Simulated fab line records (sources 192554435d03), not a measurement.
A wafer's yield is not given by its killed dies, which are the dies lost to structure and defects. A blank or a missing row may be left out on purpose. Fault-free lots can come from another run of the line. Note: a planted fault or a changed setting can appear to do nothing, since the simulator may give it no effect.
Lot-split experiment ; flow n5_finfet ; on a route of 1938 steps: 7 lots, 39 wafers read

THE SPLIT ITSELF
At N5_BEOL_M5_ILD_DEP_00 (deposits SiCOH lowk from DEMS/porogen, target thk 140.64 nm, time 25.9 s), the setting target_thk_a was moved away from the recipe's 1406.4 angstrom on 12 of the 39 wafers read, by -39.4% to +57.4%. This setting was run at the recipe's value on the other wafers.

FROM THE SPLIT ON TO THE READING: in between, the file shows 1 step
- N5_BEOL_M5_CURE_79: cures SiCOH lowk, time 240 s

THE READING
M5_ILD_THK in nanometres, read at N5_BEOL_M5_THK_MEAS_01. Typical for fault-free wafers on this fab line: 121.2 nm, with standard deviation 1.6 nm.

wafer;tool, chamber at the split;target_thk_a as run, angstrom;against the recipe;M5_ILD_THK, nm;against lot-mates on the recipe
L075.1;pecvd-03, 1;852.5;-39.4%;72.1;-48.3
L075.2;pecvd-03, 2;1406.4;recipe;119.6;-
L075.3;pecvd-03, 0;852.5;-39.4%;71.3;-49.1
L075.4;pecvd-03, 0;1406.4;recipe;120.3;-
L075.5;pecvd-03, 2;852.5;-39.4%;73.3;-47.1
L075.6;pecvd-03, 1;1406.4;recipe;121.3;-
L074.1;pecvd-04, 0;1406.4;recipe;120.0;-
L074.2;pecvd-04, 1;1406.4;recipe;120.7;-
L074.3;pecvd-04, 2,1;1406.4;recipe;122.0;-
L074.4;pecvd-04, 0;1406.4;recipe;122.4;-
L074.5;pecvd-04, 2,1;1406.4;recipe;122.1;-
L074.6;pecvd-04, 2;1406.4;recipe;123.4;-
L086.1;pecvd-03, 0;1406.4;recipe;118.5;-
L086.2;pecvd-03, 1;1406.4;recipe;120.7;-
L086.3;pecvd-03, 2;1406.4;recipe;119.5;-
L086.4;pecvd-03, 2;1406.4;recipe;120.1;-
L086.5;pecvd-03, 0,1;1406.4;recipe;121.4;-
L086.6;pecvd-03, 0,1;1406.4;recipe;121.2;-
L089.1;pecvd-01, 1;1406.4;recipe;119.8;-
L089.2;pecvd-01, 2;1831;+30.2%;160.1;+37.8
L089.3;pecvd-01, 0;1831;+30.2%;156.6;+34.3
L089.4;pecvd-01, 2;1406.4;recipe;124.2;-
L089.5;pecvd-01, 1;1831;+30.2%;161.4;+39.1
L089.6;pecvd-01, 0;1406.4;recipe;123.0;-
L093.1;pecvd-04, 0;2214;+57.4%;190.5;+66.8
L093.2;pecvd-04, 2;2214;+57.4%;191.1;+67.4
L093.3;pecvd-04, 1;2214;+57.4%;189.6;+65.9
L093.4;pecvd-04, 2;1406.4;recipe;123.9;-
L093.5;pecvd-04, 1;1406.4;recipe;124.5;-
L093.6;pecvd-04, 0;1406.4;recipe;122.6;-
L096.1;pecvd-04, 1;1406.4;recipe;121.4;-
L096.5;pecvd-04, 0;1406.4;recipe;121.7;-
L096.6;pecvd-04, 1;1406.4;recipe;121.4;-
L097.1;pecvd-03, 2;878.9;-37.5%;74.0;-47.5
L097.2;pecvd-03, 1;878.9;-37.5%;75.7;-45.8
L097.3;pecvd-03, 2;1406.4;recipe;121.8;-
L097.4;pecvd-03, 1;1406.4;recipe;121.0;-
L097.5;pecvd-03, 2;1406.4;recipe;121.6;-
L097.6;pecvd-03, 1;878.9;-37.5%;74.6;-46.9
When a row names more than one chamber, that row covers several wafers, and the file does not tell which wafer ran in which chamber.

FIT RESULTS
A straight line over all 39 wafers: M5_ILD_THK changes by +1.23 nm for each +1% of target_thk_a; r = +1.00; the points scatter about the line by 1.5 nm.
The same after taking each lot's own level away (the mean of its wafers on the recipe; 39 wafers): +1.2 nm for each +1%; r = +1.00; scatter 1.4 nm.
Per that fit: largest target_thk_a move, reading shift of 69 nm.
The lots' own levels span 120.23 to 123.67 nm, that is 2.1 times the standard deviation above.
So the lot-to-lot level changes the slope little: the two slopes agree.
Check: +69 nm against its lot-mates is what the line predicts for one of the wafers moved furthest among these (+57.4%) when that wafer is left out of the fit. Against them it came out at +66.8 nm.

FURTHER SPLITS ON THESE WAFERS
Before the reading, these wafers also passed through other splits. Each is held against what the fit with the lots' levels taken away leaves over:
other split on the same wafers;wafers away from the commonest value;r with M5_ILD_THK (lot level and that fit taken away)
N5_ZERO_LAYER_ETCH_18 target_depth_a;12;+0.00
N5_SD_EPI_N_DESCUM_14 time_s;15;+0.05
N5_BEOL_M1_ILD_DEP_00 time_s;15;-0.23

THE WHOLE CHAIN: every reading that the file lists as answering this split, in the file's order
step;what it does;reading;change (the file's fit);r (the file's)
N5_BEOL_M5_ILD_DEP_00;deposits SiCOH lowk from DEMS/porogen, target thk 140.64 nm, time 25.9 s;SiCOH_lowk_of_BEOL_M5_ILD_DEP_00.thk_nm (the simulator's own value, which no gauge read);+1.38 nm for each +1% of the setting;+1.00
N5_BEOL_M5_CURE_79;cures SiCOH lowk, time 240 s;SiCOH_lowk_of_BEOL_M5_ILD_DEP_00.thk_nm (the simulator's own value, which no gauge read);+1.2 nm for each +1% of the setting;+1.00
N5_BEOL_M5_THK_MEAS_01;;M5_ILD_THK;+1.2 for each +1% of the setting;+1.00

FILE'S OWN FIT
M5_ILD_THK changes by +1.2 nm for each +1% of target_thk_a, r = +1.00.
